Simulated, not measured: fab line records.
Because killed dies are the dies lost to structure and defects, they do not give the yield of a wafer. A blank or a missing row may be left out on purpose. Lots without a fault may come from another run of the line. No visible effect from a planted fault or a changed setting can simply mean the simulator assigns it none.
The tool behind it: which one?	flow nand_harc	24 lots with 72 wafers sampled at 6 steps, on a route of 1159 steps

WHAT EACH GAUGE READ, for each wafer
The record holds no reading of a measuring or inspecting step that can be judged against a usual standard deviation.

EACH LOT AND THE TOOL THAT RAN IT (in order: tool; ch and the chambers of the sampled wafers; start)
lot	NHARC_A_CONTACT_ETCH_48	NHARC_A_CONTACT_ETCH_50	NHARC_A_CONTACT_ETCH_116	NHARC_A_CONTACT_DEP_58	NHARC_A_CONTACT_ETCH_132	NHARC_A_CONTACT_ETCH_91
L076	rie_diel-11 ch 2,3, day 16 05:52	rie_diel-11 ch 1,2, day 16 07:38 or earlier	har_cap_etch-03 ch 0,1, day 16 07:38	pecvd-02 ch 0,1,2, day 16 11:48	har_cap_etch-03 ch 0,1, day 16 15:04	rie_diel-13 ch 1,2,3, day 16 15:44
L074	rie_diel-11 ch 1,2,3, day 16 17:06	rie_diel-11 ch 2,3, day 16 18:49 or earlier	har_cap_etch-03 ch 0, day 16 18:49	pecvd-01 ch 0,1,2, day 16 23:18	har_cap_etch-02 ch 0,1, day 17 02:28	rie_diel-09 ch 0,2, day 17 03:10
L075	rie_diel-11 ch 0,2,3, day 16 22:24	rie_diel-11 ch 0,3, day 17 00:08 or earlier	har_cap_etch-03 ch 0,1, day 17 00:08	pecvd-02 ch 0,2, day 17 06:29	har_cap_etch-02 ch 0,1, day 17 09:58	rie_diel-13 ch 1,2, day 17 10:40
L078	rie_diel-09 ch 0,2, day 17 08:07	rie_diel-09 ch 0,2, day 17 10:11 or earlier	har_cap_etch-01 ch 0,1, day 17 10:11	pecvd-04 ch 0,2, day 17 14:48	har_cap_etch-01 ch 0, day 17 18:02	rie_diel-13 ch 0,2,3, day 17 18:46
L077	rie_diel-13 ch 0,1,2, day 17 12:36	rie_diel-13 ch 1,2,3, day 17 14:20 or earlier	har_cap_etch-03 ch 0,1, day 17 14:20	pecvd-02 ch 0,1,2, day 17 18:43	har_cap_etch-01 ch 1, day 17 21:50	rie_diel-13 ch 0,2,3, day 17 22:32
L079	rie_diel-13 ch 0,3, day 17 16:57	rie_diel-13 ch 0,3, day 17 18:43 or earlier	har_cap_etch-03 ch 0,1, day 17 18:43	pecvd-04 ch 0,1,2, day 17 23:14	har_cap_etch-02 ch 0,1, day 18 02:25	rie_diel-09 ch 0,1,2, day 18 03:08
L080	rie_diel-11 ch 1,2, day 17 18:01	rie_diel-11 ch 0,3, day 17 19:53 or earlier	har_cap_etch-02 ch 0,1, day 17 19:53	pecvd-04 ch 0,1,2, day 18 01:39	har_cap_etch-03 ch 0,1, day 18 04:56	rie_diel-11 ch 2,3, day 18 05:34
L081	rie_diel-09 ch 0,3, day 18 01:34	rie_diel-09 ch 0,3, day 18 03:41 or earlier	har_cap_etch-01 ch 0,1, day 18 03:41	pecvd-01 ch 0,1,2, day 18 08:59	har_cap_etch-01 ch 0,1, day 18 12:11	rie_diel-09 ch 0,2, day 18 12:58
L082	rie_diel-13 ch 0,2,3, day 18 03:57	rie_diel-13 ch 0,2,3, day 18 05:42 or earlier	har_cap_etch-02 ch 0,1, day 18 05:42	pecvd-02 ch 0,2, day 18 12:44	har_cap_etch-03 ch 0,1, day 18 15:57	rie_diel-09 ch 0,1,3, day 18 16:41
L084	rie_diel-09 ch 0,1,2, day 18 18:19	rie_diel-09 ch 0,1,2, day 18 20:04 or earlier	har_cap_etch-01 ch 0,1, day 18 20:04	pecvd-02 ch 0,1,2, day 19 00:19	har_cap_etch-01 ch 0,1, day 19 04:11	rie_diel-13 ch 0, day 19 04:57
L083	rie_diel-11 ch 1,2,3, day 18 19:55	rie_diel-11 ch 0,1,3, day 18 21:40 or earlier	har_cap_etch-03 ch 0,1, day 18 21:40	pecvd-02 ch 0,1,2, day 19 02:59	har_cap_etch-03 ch 0,1, day 19 06:44	rie_diel-13 ch 0,3, day 19 07:27
L087	rie_diel-11 ch 0,1, day 19 03:25	rie_diel-11 ch 0,1, day 19 05:18 or earlier	har_cap_etch-02 ch 0,1, day 19 05:18	pecvd-02 ch 0,2, day 19 10:25	har_cap_etch-03 ch 0,1, day 19 13:51	rie_diel-11 ch 0,1,3, day 19 14:34
L086	rie_diel-11 ch 0,1,3, day 19 05:49	rie_diel-11 ch 1,2, day 19 07:41 or earlier	har_cap_etch-01 ch 0,1, day 19 07:41	pecvd-01 ch 0,1,2, day 19 12:29	har_cap_etch-01 ch 0,1, day 19 15:49	rie_diel-13 ch 0,1, day 19 16:30
L085	rie_diel-13 ch 0,1,3, day 19 13:10	rie_diel-13 ch 0,1, day 19 15:08 or earlier	har_cap_etch-02 ch 0,1, day 19 15:08	pecvd-04 ch 0,2, day 19 21:24	har_cap_etch-01 ch 0,1, day 20 00:47	rie_diel-11 ch 0,1,2, day 20 01:31
L090	rie_diel-11 ch 2,3, day 19 19:47	rie_diel-11 ch 1,2,3, day 19 21:34 or earlier	har_cap_etch-02 ch 0,1, day 19 21:34	pecvd-01 ch 0,1, day 20 02:24	har_cap_etch-03 ch 0,1, day 20 05:38	rie_diel-11 ch 2,3, day 20 06:19
L089	rie_diel-11 ch 0,1,3, day 19 23:31	rie_diel-11 ch 0,3, day 20 01:16 or earlier	har_cap_etch-02 ch 0,1, day 20 01:16	pecvd-02 ch 0,1,2, day 20 06:07	har_cap_etch-02 ch 0,1, day 20 09:44	rie_diel-09 ch 0,1,3, day 20 10:32
L088	rie_diel-13 ch 0,3, day 20 09:12	rie_diel-13 ch 2,3, day 20 11:09 or earlier	har_cap_etch-03 ch 0,1, day 20 11:09	pecvd-04 ch 0,1,2, day 20 15:53	har_cap_etch-03 ch 0,1, day 20 19:51	rie_diel-13 ch 1,2, day 20 20:53
L092	rie_diel-13 ch 0,1,2, day 20 11:49	rie_diel-13 ch 1,3, day 20 13:33 or earlier	har_cap_etch-02 ch 0,1, day 20 13:33	pecvd-01 ch 1,2, day 20 17:41	har_cap_etch-02 ch 0, day 20 20:56	rie_diel-13 ch 0,3, day 20 21:38
L091	rie_diel-11 ch 0,2,3, day 20 19:07	rie_diel-11 ch 2,3, day 20 20:52 or earlier	har_cap_etch-01 ch 1, day 20 20:52	pecvd-04 ch 0,2, day 21 06:14	har_cap_etch-01 ch 0,1, day 21 09:48	rie_diel-13 ch 2,3, day 21 10:40
L093	rie_diel-09 ch 0,3, day 21 02:12	rie_diel-09 ch 0,2, day 21 04:23 or earlier	har_cap_etch-03 ch 0, day 21 04:23	pecvd-04 ch 0,1,2, day 21 10:49	har_cap_etch-01 ch 0,1, day 21 14:33	rie_diel-13 ch 2,3, day 21 15:24
L094	rie_diel-13 ch 0,1,2, day 21 02:58	rie_diel-13 ch 1,2,3, day 21 04:45 or earlier	har_cap_etch-02 ch 0, day 21 04:45	pecvd-02 ch 0,2, day 21 09:04	har_cap_etch-03 ch 1, day 21 12:34	rie_diel-11 ch 2,3, day 21 13:25
L095	rie_diel-09 ch 0,2,3, day 21 10:07	rie_diel-09 ch 1,3, day 21 12:04 or earlier	har_cap_etch-02 ch 0,1, day 21 12:04	pecvd-02 ch 0,1,2, day 21 16:16	har_cap_etch-01 ch 0, day 21 19:57	rie_diel-11 ch 0,3, day 21 20:47
L096	rie_diel-11 ch 1,2,3, day 21 14:00	rie_diel-11 ch 0,2,3, day 21 15:55 or earlier	har_cap_etch-03 ch 0,1, day 21 15:55	pecvd-02 ch 0,1,2, day 21 20:42	har_cap_etch-01 ch 0,1, day 22 00:26	rie_diel-13 ch 0,3, day 22 01:15
L097	rie_diel-11 ch 0,1,3, day 21 18:31	rie_diel-11 ch 0,2,3, day 21 20:56 or earlier	har_cap_etch-03 ch 0,1, day 21 20:56	pecvd-02 ch 0,1,2, day 22 01:25	har_cap_etch-03 ch 0,1, day 22 05:31	rie_diel-13 ch 0,2,3, day 22 06:22
- NHARC_A_CONTACT_ETCH_48: etches the open film in CF4, target depth 39 nm, time 65 s.
- NHARC_A_CONTACT_ETCH_50: etches the open film in CF4/CHF3, target depth 84.7 nm, time 42.4 s.
- NHARC_A_CONTACT_ETCH_116: etches the open film in C4F8/O2/Ar, time 94 s, target depth 922 nm.
- NHARC_A_CONTACT_DEP_58: deposits SiON, target thk 60 nm.
- NHARC_A_CONTACT_ETCH_132: etches the open film in C4F8/O2/Ar, time 156 s, target depth 958 nm.
- NHARC_A_CONTACT_ETCH_91: etches the open film in CH3F/O2, target depth 40 nm, time 85.7 s.

AS READ BY THE TOOLS THEMSELVES (means over the sampled wafers that have a number; for cases with no such wafer, the mark the record gives instead)
NHARC_A_CONTACT_ETCH_48. Usual: drypump_motor_current_A 5.6 A, standard deviation 0.45; oes_product_au 0.997 a.u., standard deviation 0.0074; rf_vpp_V 151.0 V, standard deviation 1.1; showerhead_plenum_p_Torr 1.75 Torr, standard deviation 0.049; throttle_valve_pct 13.283 %, standard deviation 0.0099.
lot	tool	drypump_motor_current_A (A)	oes_product_au (a.u.)	rf_vpp_V (V)	showerhead_plenum_p_Torr (Torr)	throttle_valve_pct (%)	flag
L076	rie_diel-11	5.3	0.997	151.7	1.76	13.284	
L074	rie_diel-11	5.4	0.993	150.9	1.74	13.271	
L075	rie_diel-11	5.7	0.993	151.3	1.77	13.269	
L078	rie_diel-09	5.5	1.011	152.1	1.82	13.293	
L077	rie_diel-13	6.0	1.010	152.2	1.78	13.293	
L079	rie_diel-13	5.2	1.000	150.2	1.74	13.286	
L080	rie_diel-11	5.6	1.003	150.8	1.72	13.280	
L081	rie_diel-09	5.6	0.999	151.2	1.75	13.289	
L082	rie_diel-13	5.6	0.999	151.8	1.77	13.283	
L084	rie_diel-09	5.9	0.994	152.2	1.81	13.281	
L083	rie_diel-11	5.4	0.993	150.7	1.74	13.280	
L087	rie_diel-11	5.8	0.997	150.6	1.72	13.278	
L086	rie_diel-11	5.4	0.999	150.6	1.72	13.283	
L085	rie_diel-13	5.6	0.990	150.5	1.75	13.282	
L090	rie_diel-11	5.7	1.002	150.8	1.78	13.286	
L089	rie_diel-11	5.4	1.000	150.9	1.72	13.280	
L088	rie_diel-13	5.3	0.989	150.8	1.74	13.287	
L092	rie_diel-13	6.0	0.994	151.0	1.78	13.280	
L091	rie_diel-11	5.7	0.992	150.4	1.76	13.280	
L093	rie_diel-09	5.6	1.000	151.5	1.79	13.284	
L094	rie_diel-13	5.9	0.999	151.2	1.78	13.282	
L095	rie_diel-09	5.5	0.991	150.9	1.76	13.288	
L096	rie_diel-11	5.4	0.996	150.1	1.73	13.297	
L097	rie_diel-11	5.4	1.002	150.2	1.71	13.292	

NHARC_A_CONTACT_ETCH_50. Usual: drypump_motor_current_A 5.7 A, standard deviation 0.47; oes_product_au 0.945 a.u., standard deviation 0.019; rf_vpp_V 370.2 V, standard deviation 1.7; showerhead_plenum_p_Torr 1.56 Torr, standard deviation 0.045; throttle_valve_pct 16.803 %, standard deviation 0.0096.
lot	tool	drypump_motor_current_A (A)	oes_product_au (a.u.)	rf_vpp_V (V)	showerhead_plenum_p_Torr (Torr)	throttle_valve_pct (%)	flag
L076	rie_diel-11	5.8	0.923	370.8	1.57	16.805	
L074	rie_diel-11	5.3	0.941	370.6	1.57	16.798	
L075	rie_diel-11	5.3	0.982	369.9	1.55	16.790	
L078	rie_diel-09	5.5	0.922	372.3	1.62	16.803	
L077	rie_diel-13	5.8	0.978	370.9	1.57	16.796	
L079	rie_diel-13	5.3	0.969	370.1	1.55	16.805	
L080	rie_diel-11	5.7	0.946	369.7	1.56	16.811	
L081	rie_diel-09	5.6	0.924	371.8	1.60	16.803	
L082	rie_diel-13	5.6	0.970	370.4	1.58	16.797	
L084	rie_diel-09	5.9	0.926	372.4	1.62	16.800	
L083	rie_diel-11	5.4	0.958	369.5	1.53	16.806	
L087	rie_diel-11	5.8	0.954	369.2	1.54	16.803	
L086	rie_diel-11	5.6	0.943	369.4	1.52	16.805	
L085	rie_diel-13	5.8	0.966	370.5	1.57	16.804	
L090	rie_diel-11	5.4	0.938	370.6	1.54	16.810	
L089	rie_diel-11	5.7	0.926	369.1	1.55	16.805	
L088	rie_diel-13	5.4	0.954	369.6	1.56	16.796	
L092	rie_diel-13	5.7	0.966	368.8	1.55	16.807	
L091	rie_diel-11	5.7	0.928	371.1	1.58	16.804	
L093	rie_diel-09	5.5	0.958	371.8	1.61	16.794	
L094	rie_diel-13	5.8	0.947	370.4	1.57	16.801	
L095	rie_diel-09	6.0	0.927	369.3	1.55	16.807	
L096	rie_diel-11	5.7	0.927	369.7	1.56	16.802	
L097	rie_diel-11	5.7	0.930	370.8	1.56	16.802	

NHARC_A_CONTACT_DEP_58. Usual: heater_power_w 733 W, standard deviation 70; susceptor_temp_C 400.02 C, standard deviation 0.21.
lot	tool	heater_power_w (W)	susceptor_temp_C (C)	flag
L076	pecvd-02	707	400.12	
L074	pecvd-01	767	399.81	
L075	pecvd-02	691	399.85	
L078	pecvd-04	708	400.11	
L077	pecvd-02	702	400.18	
L079	pecvd-04	759	400.01	
L080	pecvd-04	734	400.03	
L081	pecvd-01	752	399.95	
L082	pecvd-02	679	400.09	
L084	pecvd-02	740	400.04	
L083	pecvd-02	658	399.93	
L087	pecvd-02	706	400.13	
L086	pecvd-01	821	399.82	
L085	pecvd-04	719	399.91	
L090	pecvd-01	776	399.85	
L089	pecvd-02	730	400.14	
L088	pecvd-04	745	400.13	
L092	pecvd-01	816	400.05	
L091	pecvd-04	764	400.06	
L093	pecvd-04	714	400.04	
L094	pecvd-02	641	400.00	
L095	pecvd-02	712	400.00	
L096	pecvd-02	691	399.94	
L097	pecvd-02	722	400.06	

NHARC_A_CONTACT_ETCH_91. Usual: drypump_motor_current_A 5.7 A, standard deviation 0.47; oes_product_au 0.933 a.u., standard deviation 0.023; rf_vpp_V 244.3 V, standard deviation 1.3; showerhead_plenum_p_Torr 2.45 Torr, standard deviation 0.062; throttle_valve_pct 20.663 %, standard deviation 0.0083.
lot	tool	drypump_motor_current_A (A)	oes_product_au (a.u.)	rf_vpp_V (V)	showerhead_plenum_p_Torr (Torr)	throttle_valve_pct (%)	flag
L076	rie_diel-13	5.8	0.927	244.6	2.45	20.667	
L074	rie_diel-09	5.4	0.922	245.6	2.50	20.669	
L075	rie_diel-13	6.1	0.932	245.7	2.49	20.667	
L078	rie_diel-13	5.6	0.929	244.6	2.46	20.671	
L077	rie_diel-13	5.6	0.930	244.8	2.46	20.666	
L079	rie_diel-09	5.9	0.920	244.7	2.53	20.664	
L080	rie_diel-11	5.7	0.919	244.3	2.48	20.661	
L081	rie_diel-09	5.5	0.932	245.0	2.53	20.656	
L082	rie_diel-09	6.0	0.925	245.4	2.49	20.671	
L084	rie_diel-13	5.6	0.922	245.0	2.46	20.663	
L083	rie_diel-13	5.4	0.949	243.6	2.44	20.661	
L087	rie_diel-11	5.4	0.925	243.0	2.38	20.665	
L086	rie_diel-13	5.9	0.925	244.5	2.44	20.663	
L085	rie_diel-11	5.8	0.930	244.2	2.42	20.665	
L090	rie_diel-11	5.7	0.924	244.1	2.48	20.660	
L089	rie_diel-09	6.0	0.922	245.7	2.49	20.673	
L088	rie_diel-13	6.1	0.920	244.1	2.46	20.667	
L092	rie_diel-13	5.3	0.920	244.3	2.42	20.662	
L091	rie_diel-13	5.8	0.922	244.1	2.48	20.671	
L093	rie_diel-13	5.4	0.927	244.2	2.44	20.664	
L094	rie_diel-11	5.3	0.927	244.2	2.43	20.656	
L095	rie_diel-11	5.3	0.931	244.1	2.41	20.659	
L096	rie_diel-13	5.4	0.996	245.2	2.44	20.655	
L097	rie_diel-13	5.6	0.997	243.8	2.46	20.667	

THE ANSWER, worked out from the rows above alone
Rule: a lot counts as off when the mean over its wafers that have a number is more than 3 standard deviations away from the usual mean. Also off: a lot with no number at a reading for which 4 or more lots have one. All remaining lots with rows at the step are treated as sound. The gauges are gone through in route order, then the tools' own readings, and for those a lot's mean is taken as printed above. At the first step where some lot is off, the reading lying furthest off is the one used; lots without a number count as furthest.
Nothing can be told from this: no lot is off at any reading shown.

WHAT WAS PUT IN BY THE SIMULATOR
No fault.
